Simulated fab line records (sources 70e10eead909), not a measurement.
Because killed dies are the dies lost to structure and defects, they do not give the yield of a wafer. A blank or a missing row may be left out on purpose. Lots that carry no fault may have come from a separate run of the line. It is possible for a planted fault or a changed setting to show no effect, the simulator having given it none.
fab line records	flow nand-harc
record lots=24	wafers=72	last-day=33
route steps=1302 shown A_WL_FILL@952 A_CONTACT@998
lots that met no fault: taken from a fault-free run of the same line
start-h: the number of hours between the record's first day and the start of the first shown wafer of the lot	wait-h: hours elapsed since this lot's preceding step	" same as the row above	L1.1+2: several wafers, shown together as one row	- either no value or no given start	* or withheld: withheld	< > ~ a bound
route shown NAME@n: NAME is a module with steps in the file, n the number in the route of the first one	usual: mean/standard deviation taken from wafers without a fault	same: alike in all rows	chamber/n: place in a boat	sites: per-site readings	_std_site: their standard deviation	_edge_site: mean of outer sites minus mean of inner sites	radius-mm: for every site, how far away it sits from the centre of the wafer	mask NAME#n: copy n	behind: tool/chamber where the wafer was last shaped	hold: cause of the lot's hold/its duration in hours/its outcome	device: whichever transistor did not switch (one of n, p or np)	end of line: the route-end tests of the same wafers	a step without rows: its recipe alone	killed: the dies lost at the first sort to structure and to defects; this is not the yield of the wafer	map: a wafer's dies, marking killed ones x, the rest . and places with no die _
set.NAME: the run value of the setting; set.NAME@STEP: its run value at that earlier step	model.NAME: the simulator's own value behind a step, which no gauge read
route steps across a sampled set of lots; one table per step, one row per wafer
services: when a tool's chamber went out of use (start-h, in hours from the record's first day, below 0 if earlier), for how many hours, and the reason
## steps
# step NHARC_A_WL_FILL_ALD_00
# recipe target-thk-a=30	pulse-time-s=3	ald-cycles=30	temp-c=300	material=Al2O3
# usual heater-power-w=447/39	precursor-pulse-height-rel=1.001/0.02
lot.wafer	tool	chamber	start-h	wait-h	heater-power-w	precursor-pulse-height-rel
L074.2	ald-hk-04	1	462.52	0.1	480	1.014
L074.6	"	1	"	"	485	1.026
L074.5	"	2	"	"	445	0.985
L076.1	ald-hk-04	0	482.85	0.1	477	1.020
L076.2	"	1	"	"	482	1.000
L076.6	"	0	"	"	482	1.000
L077.2	ald-hk-04	1	483.04	0.3	488	0.978
L077.1	"	2	"	"	450	1.023
L077.5	"	0	"	"	485	0.961
L078.2	ald-hk-03	2	496.27	0.1	481	0.975
L078.3	"	0	"	"	479	1.018
L078.6	"	2	"	"	475	0.998
L079.4	ald-hk-03	2	510.20	0.1	473	0.996
L079.3	"	3	"	"	453	1.016
L079.5	"	2	"	"	470	0.998
L075.1	ald-hk-03	0	536.48	0.1	472	0.981
L075.3	"	1	"	"	500	0.966
L075.2	"	2	"	"	475	1.002
L081.3	ald-hk-04	3	536.48	0.1	423	1.001
L081.2	"	2	"	"	437	1.031
L081.5	"	3	"	"	406	0.941
L082.1	ald-hk-01	0	546.12	0.1	466	0.999
L082.2	"	2	"	"	401	0.992
L082.4	"	3	"	"	441	1.021
L080.1	ald-hk-01	1	546.28	0.3	352	0.999
L080.3	"	3	"	"	434	1.024
L080.5	"	1	"	"	363	0.998
L083.2	ald-hk-04	0	555.86	0.2	492	0.979
L083.1	"	2	"	"	435	0.983
L083.6	"	0	"	"	485	0.990
L084.1	ald-hk-04	3	558.55	0.1	403	1.023
L084.2	"	0	"	"	479	0.962
L084.6	"	2	"	"	441	0.998
L085.1	ald-hk-01	1	579.65	0.1	358	1.019
L085.3	"	3	"	"	443	1.026
L085.6	"	1	"	"	367	1.003
L086.3	ald-hk-04	3	586.81	0.1	422	0.995
L086.1	"	0	"	"	493	0.983
L086.5	"	2	"	"	431	1.026
L087.4	ald-hk-04	1	602.02	0.1	478	1.032
L087.1	"	0	"	"	496	1.031
L087.6	"	1	"	"	494	0.973
L089.4	ald-hk-04	1	609.45	0.1	498	1.006
L089.1	"	2	"	"	449	0.977
L089.5	"	3	"	"	418	1.002
L090.3	ald-hk-03	3	614.72	0.1	446	1.036
L090.1	"	2	"	"	454	1.003
L090.6	"	3	"	"	450	0.993
L088.1	ald-hk-01	1	614.83	0.1	370	0.991
L088.6	"	2	"	"	401	1.021
L088.5	"	3	"	"	431	0.976
L092.4	ald-hk-01	3	622.70	0.8	433	1.011
L092.2	"	0	"	"	461	1.014
L092.3	"	2	"	"	389	1.009
L091.2	ald-hk-01	0	622.90	1.0	455	1.027
L091.4	"	1	"	"	371	1.037
L091.6	"	3	"	"	439	0.984
L093.3	ald-hk-04	2	646.78	0.3	446	1.034
L093.5	"	1	"	"	465	0.976
L093.6	"	2	"	"	455	1.005
L095.1	ald-hk-04	3	677.45	0.1	382	1.033
L095.6	"	0	"	"	480	1.004
L095.5	"	1	"	"	477	0.978
L094.1	ald-hk-04	0	679.31	0.1	501	0.968
L094.4	"	3	"	"	382	1.013
L094.5	"	1	"	"	461	0.989
L096.3	ald-hk-03	2	682.07	0.1	457	1.000
L096.1	"	3	"	"	446	1.010
L096.5	"	1	"	"	507	0.998
L097.3	ald-hk-01	1	691.98	0.1	351	0.988
L097.1	"	2	"	"	402	1.013
L097.6	"	3	"	"	414	0.977
# step NHARC_A_WL_FILL_STRIP_27
# recipe power-w=1500	temp-c=250	time-s=20	chemistry=N2/H2
# usual drypump-motor-current-A=5.7/0.36	heater-power-w=337/20
lot.wafer	tool	chamber	start-h	wait-h	drypump-motor-current-A	heater-power-w	rf-hours-counter-h
L074.2	plasma-asher-01	0	464.20	0.1	6.2	314	24
L074.5	"	0	"	"	6.2	312	-
L074.6	"	1	"	"	5.5	366	-
L076.1	plasma-asher-02	1	484.50	0.1	5.9	340	11
L076.2	"	0	"	"	5.2	347	11
L076.6	"	1	"	"	5.9	351	-
L077.2	plasma-asher-01	0	484.68	0.1	6.2	304	28
L077.1	"	1	"	"	5.5	367	28
L077.5	"	0	"	"	6.2	315	-
L078.2	plasma-asher-01	0	497.96	0.1	6.1	314	30
L078.3	"	1	"	"	5.5	365	-
L078.6	"	1	"	"	5.5	371	-
L079.3	plasma-asher-01	1	511.91	0.1	5.5	372	-
L079.4	"	0	"	"	6.1	317	-
L079.5	"	0	"	"	6.2	314	-
L075.1	plasma-asher-01	0	538.15	0.1	6.2	306	1
L075.2	"	1	"	"	5.5	344	1
L075.3	"	0	"	"	6.2	304	-
L081.2	plasma-asher-02	1	538.32	0.1	5.9	345	24
L081.3	"	1	"	"	5.9	337	-
L081.5	"	1	"	"	5.9	332	-
L082.2	plasma-asher-02	0	547.86	0.1	5.2	340	26
L082.1	"	1	"	"	5.9	336	26
L082.4	"	0	"	"	5.2	344	-
L080.1	plasma-asher-01	0	548.19	0.2	6.2	317	2
L080.3	"	0	"	"	6.1	308	-
L080.5	"	1	"	"	5.5	346	-
L083.1	plasma-asher-02	0	557.54	0.1	5.2	351	27
L083.2	"	1	"	"	5.9	343	27
L083.6	"	0	"	"	5.2	350	-
L084.2	plasma-asher-01	1	560.21	0.1	5.5	336	4
L084.1	"	0	"	"	6.2	309	4
L084.6	"	1	"	"	5.5	349	-
L085.1	plasma-asher-02	0	581.38	0.1	5.2	351	33
L085.3	"	0	"	"	5.2	337	-
L085.6	"	0	"	"	5.2	347	-
L086.1	plasma-asher-02	1	588.55	0.1	5.9	345	34
L086.3	"	0	"	"	5.2	350	-
L086.5	"	0	"	"	5.2	350	-
L087.1	plasma-asher-01	1	604.06	0.3	5.5	345	12
L087.4	"	0	"	"	6.1	308	-
L087.6	"	0	"	"	6.2	310	-
L089.1	plasma-asher-01	0	611.47	0.5	6.2	308	15
L089.4	"	0	"	"	6.1	310	-
L089.5	"	1	"	"	5.5	346	-
L090.1	plasma-asher-02	0	616.39	0.1	5.2	354	0
L090.3	"	0	"	"	5.2	365	-
L090.6	"	0	"	"	5.2	357	-
L088.1	plasma-asher-01	1	616.60	0.1	5.5	343	15
L088.5	"	1	"	"	5.5	345	-
L088.6	"	0	"	"	6.1	312	-
L092.2	plasma-asher-02	1	624.39	0.1	5.9	342	4
L092.4	"	0	"	"	5.2	367	-
L092.3	"	1	"	"	5.9	341	-
L091.2	plasma-asher-01	0	624.57	0.1	6.1	302	19
L091.4	"	1	"	"	5.5	338	-
L091.6	"	1	"	"	5.5	342	-
L093.3	plasma-asher-01	1	648.52	0.2	5.4	337	-
L093.5	"	0	"	"	6.1	301	-
L093.6	"	1	"	"	5.5	346	-
L095.1	plasma-asher-02	1	679.12	0.1	5.9	337	15
L095.6	"	1	"	"	5.9	347	-
L095.5	"	0	"	"	5.2	353	-
L094.1	plasma-asher-01	1	681.08	0.1	5.5	341	29
L094.4	"	0	"	"	6.1	318	-
L094.5	"	0	"	"	6.1	313	-
L096.1	plasma-asher-01	1	683.84	0.3	5.5	336	29
L096.3	"	1	"	"	5.5	330	-
L096.5	"	0	"	"	6.1	306	-
L097.1	plasma-asher-02	0	693.59	0.1	5.2	348	18
L097.3	"	0	"	"	5.2	357	-
L097.6	"	1	"	"	5.9	343	-
# step NHARC_A_CONTACT_OVL_MEAS_43
# usual overlay-x-nm=0.0/0.71	overlay-y-nm=0.0/0.87
lot.wafer	tool	chamber	start-h	wait-h	overlay-x-nm	overlay-y-nm
L074.2	overlay-01	-	488.35	-	1.5	0.0
L074.5	"	-	"	"	1.5	0.1
L074.6	"	-	"	"	0.9	-0.3
L076.1	overlay-02	-	506.81	-	-0.7	-0.9
L076.2	"	-	"	"	-1.3	-0.8
L076.6	"	-	"	"	-0.4	-1.0
L077.1	overlay-01	-	509.23	-	-0.5	-0.8
L077.2	"	-	"	"	-0.3	-1.0
L077.5	"	-	"	"	-0.3	-0.7
L078.2	overlay-01	-	520.40	-	0.3	1.5
L078.3	"	-	"	"	0.5	1.5
L078.6	"	-	"	"	0.4	1.6
L079.3	overlay-01	-	536.49	-	-1.1	0.0
L079.4	"	-	"	"	-0.6	0.5
L079.5	"	-	"	"	-0.7	0.3
L081.2	overlay-02	-	560.47	-	0.0	1.0
L081.3	"	-	"	"	-0.6	0.7
L081.5	"	-	"	"	0.1	0.2
L075.1	overlay-02	-	561.95	-	0.2	1.0
L075.2	"	-	"	"	0.0	0.7
L075.3	"	-	"	"	0.2	0.7
L080.1	overlay-01	-	570.54	-	-0.7	1.4
L080.3	"	-	"	"	-0.6	1.3
L080.5	"	-	"	"	0.3	1.3
L082.1	overlay-02	-	572.46	-	-0.6	0.3
L082.2	"	-	"	"	-0.2	0.6
L082.4	"	-	"	"	-0.5	-0.1
L083.1	overlay-01	-	583.11	-	1.0	-0.4
L083.2	"	-	"	"	1.2	-0.4
L083.6	"	-	"	"	1.1	-0.8
L084.1	overlay-01	-	583.26	-	-1.9	-1.7
L084.2	"	-	"	"	-1.8	-1.1
L084.6	"	-	"	"	-1.5	-1.0
L085.1	overlay-01	-	605.48	-	0.6	-0.2
L085.3	"	-	"	"	0.2	-1.5
L085.6	"	-	"	"	0.4	-0.2
L086.1	overlay-02	-	613.53	-	-0.5	-0.1
L086.3	"	-	"	"	-0.3	-0.4
L086.5	"	-	"	"	-0.7	0.2
L087.1	overlay-01	-	628.03	-	-0.3	0.0
L087.4	"	-	"	"	0.2	-0.5
L087.6	"	-	"	"	-0.1	-0.6
L089.1	overlay-01	-	636.71	-	-0.1	1.1
L089.4	"	-	"	"	0.1	1.2
L089.5	"	-	"	"	-0.2	1.0
L090.1	overlay-02	-	637.61	-	0.6	-1.6
L090.3	"	-	"	"	0.4	-1.7
L090.6	"	-	"	"	0.6	-1.2
L088.1	overlay-02	-	642.92	-	0.4	-0.2
L088.5	"	-	"	"	1.0	0.2
L088.6	"	-	"	"	0.3	-0.3
L092.2	overlay-02	-	649.08	-	0.7	0.6
L092.3	"	-	"	"	0.7	0.3
L092.4	"	-	"	"	0.4	-0.1
L091.2	overlay-01	-	651.99	-	-0.1	-0.6
L091.4	"	-	"	"	0.2	-0.4
L091.6	"	-	"	"	-0.2	-1.2
L093.3	overlay-01	-	675.06	-	-0.7	-0.8
L093.5	"	-	"	"	-0.7	-0.6
L093.6	"	-	"	"	-0.9	-0.9
L095.1	overlay-01	-	704.89	-	0.2	0.1
L095.5	"	-	"	"	0.2	0.2
L095.6	"	-	"	"	0.2	-0.1
L096.1	overlay-02	-	706.76	-	0.8	-0.9
L096.3	"	-	"	"	0.8	-0.2
L096.5	"	-	"	"	0.8	-0.2
L094.1	overlay-02	-	709.53	-	0.5	-0.4
L094.4	"	-	"	"	-0.1	0.3
L094.5	"	-	"	"	-0.2	-0.1
L097.1	overlay-01	-	715.52	-	-0.3	0.4
L097.3	"	-	"	"	-0.5	1.2
L097.6	"	-	"	"	-0.1	1.2
# step NHARC_A_CONTACT_ETCH_51
# recipe target-depth-a=70000	over-etch-frac=0.3	time-s=1820	ion-energy-ev=150	o2-flow-sccm=400	cos-flow-sccm=20	ar-flow-sccm=0	rf-w=500	bias-w=300	chemistry=O2/COS
# usual drypump-motor-current-A=5.5/0.45	oes-product-au=1.000/0.0096	rf-vpp-V=313.4/2.1	showerhead-plenum-p-Torr=3.06/0.14	throttle-valve-pct=28.330/0.0093
lot.wafer	tool	chamber	start-h	wait-h	drypump-motor-current-A	oes-product-au	rf-hours-counter-h	rf-vpp-V	showerhead-plenum-p-Torr	throttle-valve-pct
L074.2	rie-diel-12	0	-	-	6.3	0.990	11	315.4	3.17	28.321
L074.5	"	1	"	"	6.6	1.010	-	311.4	2.94	28.324
L074.6	"	2	"	"	5.4	0.992	-	312.2	2.95	28.340
L076.2	rie-diel-13	0	-	-	5.2	0.988	27	315.5	3.13	28.340
L076.1	"	1	"	"	5.7	0.998	29	317.3	3.21	28.332
L076.6	"	3	"	"	5.5	0.990	-	313.5	3.04	28.343
L077.1	rie-diel-06	1	-	-	5.2	0.998	7	316.8	3.31	28.333
L077.2	"	0	"	"	5.4	0.992	5	311.0	2.96	28.338
L077.5	"	2	"	"	4.9	1.013	-	312.2	3.06	28.335
L078.3	rie-diel-06	3	-	-	5.4	0.996	14	312.4	2.91	28.328
L078.2	"	1	"	"	5.2	1.005	17	316.2	3.31	28.330
L078.6	"	3	"	"	5.4	1.010	-	311.4	2.91	28.339
L079.4	rie-diel-06	1	-	-	5.3	1.015	21	317.6	3.31	28.323
L079.3	"	2	"	"	4.9	1.007	20	313.5	3.05	28.328
L079.5	"	1	"	"	5.3	1.011	-	316.9	3.31	28.329
L081.3	rie-diel-12	3	-	-	5.9	1.018	35	316.2	3.35	28.325
L081.2	"	1	"	"	6.6	1.010	43	311.9	2.93	28.334
L081.5	"	0	"	"	6.3	0.994	-	316.8	3.16	28.320
L075.1	rie-diel-13	1	-	-	5.7	0.986	5	316.0	3.21	28.338
L075.3	"	2	"	"	4.9	0.992	4	310.8	2.93	28.318
L075.2	"	0	"	"	5.2	0.996	6	314.1	3.12	28.322
L080.1	rie-diel-13	3	-	-	5.6	0.992	6	312.2	3.04	28.318
L080.3	"	0	"	"	5.2	0.992	7	314.3	3.12	28.335
L080.5	"	2	"	"	4.9	0.986	-	312.2	2.93	28.329
L082.4	rie-diel-13	0	-	-	5.2	1.007	7	314.7	3.12	28.352
L082.1	"	2	"	"	4.9	0.997	7	310.9	2.93	28.326
L082.2	"	3	"	"	5.5	1.005	7	314.6	3.04	28.321
L083.2	rie-diel-13	2	-	-	4.9	1.004	8	310.4	2.93	28.335
L083.1	"	0	"	"	5.2	0.997	10	313.3	3.12	28.336
L083.6	"	2	"	"	4.9	1.005	-	312.2	2.93	28.335
L084.1	rie-diel-06	2	-	-	4.9	1.003	32	312.7	3.05	28.331
L084.2	"	1	"	"	5.2	0.990	36	316.2	3.30	28.336
L084.6	"	2	"	"	4.9	1.004	-	313.0	3.05	28.320
L085.3	rie-diel-06	3	-	-	5.4	1.000	38	310.8	2.90	28.334
L085.1	"	1	"	"	5.2	1.007	40	317.3	3.30	28.333
L085.6	"	0	"	"	5.4	0.995	-	310.5	2.94	28.336
L086.1	rie-diel-13	1	-	-	5.7	0.984	15	315.1	3.21	28.324
L086.3	"	2	"	"	4.9	1.009	15	311.1	2.93	28.333
L086.5	"	1	"	"	5.7	0.987	-	315.1	3.21	28.336
L087.4	rie-diel-13	3	-	-	5.5	1.003	17	313.3	3.03	28.330
L087.1	"	0	"	"	5.2	0.993	18	315.7	3.12	28.312
L087.6	"	3	"	"	5.5	1.005	-	314.4	3.03	28.324
L089.4	rie-diel-12	0	-	-	6.3	1.010	2	315.6	3.15	28.327
L089.1	"	1	"	"	6.6	1.005	2	310.2	2.92	28.316
L089.5	"	1	"	"	6.6	1.009	-	310.3	2.92	28.334
L090.1	rie-diel-13	3	-	-	5.5	0.999	20	311.8	3.03	28.349
L090.3	"	1	"	"	5.7	0.992	20	315.3	3.20	28.334
L090.6	"	0	"	"	5.2	0.998	-	315.4	3.12	28.306
L088.1	rie-diel-06	0	-	-	5.4	0.998	49	311.1	2.94	28.326
L088.5	"	3	"	"	5.4	0.997	-	312.3	2.89	28.338
L088.6	"	0	"	"	5.4	0.993	-	309.6	2.94	28.335
L092.3	rie-diel-13	3	-	-	5.6	1.009	24	312.9	3.03	28.335
L092.4	"	0	"	"	5.2	1.001	24	314.4	3.12	28.336
L092.2	"	1	"	"	5.7	1.005	22	315.8	3.20	28.317
L091.2	rie-diel-13	1	-	-	5.6	1.003	23	316.0	3.20	28.344
L091.4	"	2	"	"	4.9	1.000	24	311.9	2.92	28.331
L091.6	"	3	"	"	5.6	1.002	-	311.9	3.03	28.327
L093.3	rie-diel-12	0	-	-	6.3	1.012	15	313.9	3.14	28.335
L093.5	"	2	"	"	5.5	0.990	-	312.3	2.92	28.328
L093.6	"	3	"	"	5.9	1.018	-	318.0	3.34	28.336
L095.1	rie-diel-06	1	-	-	5.2	0.990	14	317.5	3.28	28.328
L095.6	"	3	"	"	5.4	0.976	-	317.6	3.37	28.325
L095.5	"	0	"	"	5.4	1.005	-	312.9	2.93	28.337
L096.3	rie-diel-13	1	-	-	5.7	1.007	1	314.2	3.20	28.333
L096.1	"	3	"	"	5.6	0.979	0	313.3	3.03	28.334
L096.5	"	2	"	"	4.9	0.995	-	312.2	2.92	28.316
L094.1	rie-diel-13	3	-	-	5.6	0.989	1	312.4	3.03	28.314
L094.4	"	0	"	"	5.2	0.989	1	314.6	3.11	28.342
L094.5	"	2	"	"	4.9	0.981	-	311.8	2.92	28.332
L097.3	rie-diel-12	2	-	-	5.4	0.999	34	312.5	2.91	28.325
L097.1	"	1	"	"	6.6	1.004	32	310.4	2.90	28.332
L097.6	"	0	"	"	6.3	1.015	-	314.3	3.13	28.334
# step NHARC_A_CONTACT_ETCH_117
# recipe source-w=withheld	pressure-mtorr=20	bias-v=3000	time-s=190	target-depth-a=18500	ar-flow-sccm=withheld	c4f8-flow-sccm=withheld	o2-flow-sccm=withheld	chemistry=C4F8/O2/Ar
lot.wafer	tool	chamber	start-h	wait-h	rf-hours-counter-h
L074.2	har-cap-etch-01	1	491.36	0.1	129
L074.6	"	0	"	"	-
L074.5	"	1	"	"	-
L076.2	har-cap-etch-03	0	509.78	0.1	43
L076.1	"	1	"	"	43
L076.6	"	1	"	"	-
L077.2	har-cap-etch-02	0	512.27	0.1	88
L077.1	"	1	"	"	88
L077.5	"	1	"	"	-
L078.2	har-cap-etch-02	1	526.16	0.1	91
L078.3	"	1	"	"	-
L078.6	"	1	"	"	-
L079.3	har-cap-etch-01	0	539.51	0.1	-
L079.4	"	1	"	"	-
L079.5	"	1	"	"	-
L081.2	har-cap-etch-03	0	563.45	0.1	50
L081.3	"	0	"	"	-
L081.5	"	0	"	"	-
L075.2	har-cap-etch-02	1	564.91	0.1	97
L075.1	"	0	"	"	97
L075.3	"	1	"	"	-
L080.1	har-cap-etch-01	0	573.53	0.1	8
L080.3	"	0	"	"	-
L080.5	"	1	"	"	-
L082.2	har-cap-etch-01	0	576.10	0.1	10
L082.1	"	1	"	"	10
L082.4	"	1	"	"	-
L083.2	har-cap-etch-03	1	586.08	0.1	52
L083.1	"	0	"	"	52
L083.6	"	0	"	"	-
L084.1	har-cap-etch-02	0	586.22	0.1	102
L084.2	"	1	"	"	102
L084.6	"	1	"	"	-
L085.1	har-cap-etch-02	0	608.85	0.2	107
L085.3	"	1	"	"	-
L085.6	"	1	"	"	-
L086.1	har-cap-etch-01	0	616.49	0.1	20
L086.3	"	0	"	"	-
L086.5	"	1	"	"	-
L087.1	har-cap-etch-03	0	631.01	0.1	60
L087.4	"	1	"	"	-
L087.6	"	1	"	"	-
L089.1	har-cap-etch-02	1	640.03	0.2	111
L089.4	"	1	"	"	-
L089.5	"	0	"	"	-
L090.1	har-cap-etch-03	1	640.59	0.1	63
L090.3	"	1	"	"	-
L090.6	"	0	"	"	-
L088.1	har-cap-etch-02	0	646.62	0.2	114
L088.6	"	0	"	"	-
L088.5	"	1	"	"	-
L092.2	har-cap-etch-02	1	652.17	0.1	116
L092.3	"	0	"	"	-
L092.4	"	1	"	"	-
L091.2	har-cap-etch-01	0	654.99	0.1	29
L091.4	"	1	"	"	-
L091.6	"	1	"	"	-
L093.3	har-cap-etch-02	0	678.12	0.1	-
L093.6	"	0	"	"	-
L093.5	"	1	"	"	-
L095.1	har-cap-etch-02	1	707.90	0.1	124
L095.6	"	0	"	"	-
L095.5	"	1	"	"	-
L096.1	har-cap-etch-03	1	709.74	0.1	74
L096.3	"	1	"	"	-
L096.5	"	0	"	"	-
L094.1	har-cap-etch-01	1	712.87	0.2	37
L094.4	"	0	"	"	-
L094.5	"	1	"	"	-
L097.1	har-cap-etch-02	1	718.98	0.1	126
L097.3	"	0	"	"	-
L097.6	"	1	"	"	-
# step NHARC_A_CONTACT_ETCH_120
# recipe source-w=withheld	pressure-mtorr=20	bias-v=3000	time-s=190	target-depth-a=18500	ar-flow-sccm=withheld	c4f8-flow-sccm=withheld	o2-flow-sccm=withheld	chemistry=C4F8/O2/Ar
lot.wafer	tool	chamber	start-h	wait-h	rf-hours-counter-h
L074.2	har-cap-etch-01	1	491.88	0.1	130
L074.6	"	0	"	"	-
L074.5	"	1	"	"	-
L076.2	har-cap-etch-03	0	510.29	0.1	43
L076.1	"	1	"	"	43
L076.6	"	1	"	"	-
L077.2	har-cap-etch-02	0	512.79	0.1	89
L077.1	"	1	"	"	89
L077.5	"	1	"	"	-
L078.2	har-cap-etch-02	1	526.67	0.1	91
L078.3	"	1	"	"	-
L078.6	"	1	"	"	-
L079.3	har-cap-etch-01	0	540.02	0.1	-
L079.4	"	1	"	"	-
L079.5	"	1	"	"	-
L081.2	har-cap-etch-03	0	563.97	0.1	50
L081.3	"	0	"	"	-
L081.5	"	0	"	"	-
L075.2	har-cap-etch-02	1	565.43	0.1	97
L075.1	"	0	"	"	97
L075.3	"	1	"	"	-
L080.1	har-cap-etch-01	0	574.04	0.1	8
L080.3	"	0	"	"	-
L080.5	"	1	"	"	-
L082.2	har-cap-etch-01	0	576.61	0.1	10
L082.1	"	1	"	"	10
L082.4	"	1	"	"	-
L083.2	har-cap-etch-03	1	586.59	0.1	52
L083.1	"	0	"	"	52
L083.6	"	0	"	"	-
L084.1	har-cap-etch-02	0	586.74	0.1	103
L084.2	"	1	"	"	103
L084.6	"	1	"	"	-
L085.1	har-cap-etch-02	0	609.54	0.2	108
L085.3	"	1	"	"	-
L085.6	"	1	"	"	-
L086.1	har-cap-etch-01	0	617.00	0.1	21
L086.3	"	0	"	"	-
L086.5	"	1	"	"	-
L087.1	har-cap-etch-03	0	631.53	0.1	61
L087.4	"	1	"	"	-
L087.6	"	1	"	"	-
L089.1	har-cap-etch-02	1	640.72	0.2	112
L089.4	"	1	"	"	-
L089.5	"	0	"	"	-
L090.1	har-cap-etch-03	1	641.10	0.1	63
L090.3	"	1	"	"	-
L090.6	"	0	"	"	-
L088.1	har-cap-etch-02	0	647.30	0.2	114
L088.6	"	0	"	"	-
L088.5	"	1	"	"	-
L092.2	har-cap-etch-02	1	652.68	0.1	116
L092.3	"	0	"	"	-
L092.4	"	1	"	"	-
L091.2	har-cap-etch-01	0	655.51	0.1	29
L091.4	"	1	"	"	-
L091.6	"	1	"	"	-
L093.3	har-cap-etch-02	0	678.64	0.1	-
L093.6	"	0	"	"	-
L093.5	"	1	"	"	-
L095.1	har-cap-etch-02	1	708.41	0.1	124
L095.6	"	0	"	"	-
L095.5	"	1	"	"	-
L096.1	har-cap-etch-03	1	710.25	0.1	75
L096.3	"	1	"	"	-
L096.5	"	0	"	"	-
L094.1	har-cap-etch-01	1	713.49	0.1	37
L094.4	"	0	"	"	-
L094.5	"	1	"	"	-
L097.1	har-cap-etch-02	1	719.50	0.1	126
L097.3	"	0	"	"	-
L097.6	"	1	"	"	-
## services
tool	chamber	start-h	hours	kind
rie-diel-12	-	445.52	9.0	pm
ald-hk-01	-	475.98	10.0	pm
rie-diel-06	-	485.10	9.0	pm
har-cap-etch-01	-	497.00	17.0	pm
har-cap-etch-02	-	498.05	0.2	repair
rie-diel-13	-	519.00	9.0	pm
ald-hk-01	-	522.52	1.7	repair
plasma-asher-01	-	523.52	9.0	pm
har-cap-etch-01	-	533.08	1.5	repair
har-cap-etch-03	-	571.77	11.1	repair
rie-diel-06	-	595.66	1.1	repair
plasma-asher-02	-	603.36	9.0	pm
har-cap-etch-03	-	603.79	0.5	repair
rie-diel-12	-	622.52	9.0	pm
plasma-asher-01	-	630.00	2.1	repair
ald-hk-01	-	653.98	10.0	pm
rie-diel-06	3	659.80	7.1	repair
rie-diel-06	-	662.19	9.0	pm
rie-diel-06	0	684.17	3.9	repair
rie-diel-06	3	685.44	4.0	repair
rie-diel-13	-	696.00	9.0	pm
plasma-asher-01	-	700.52	9.0	pm
ald-hk-01	-	706.79	1.1	repair
rie-diel-06	1	712.29	6.2	repair
## key
fault none
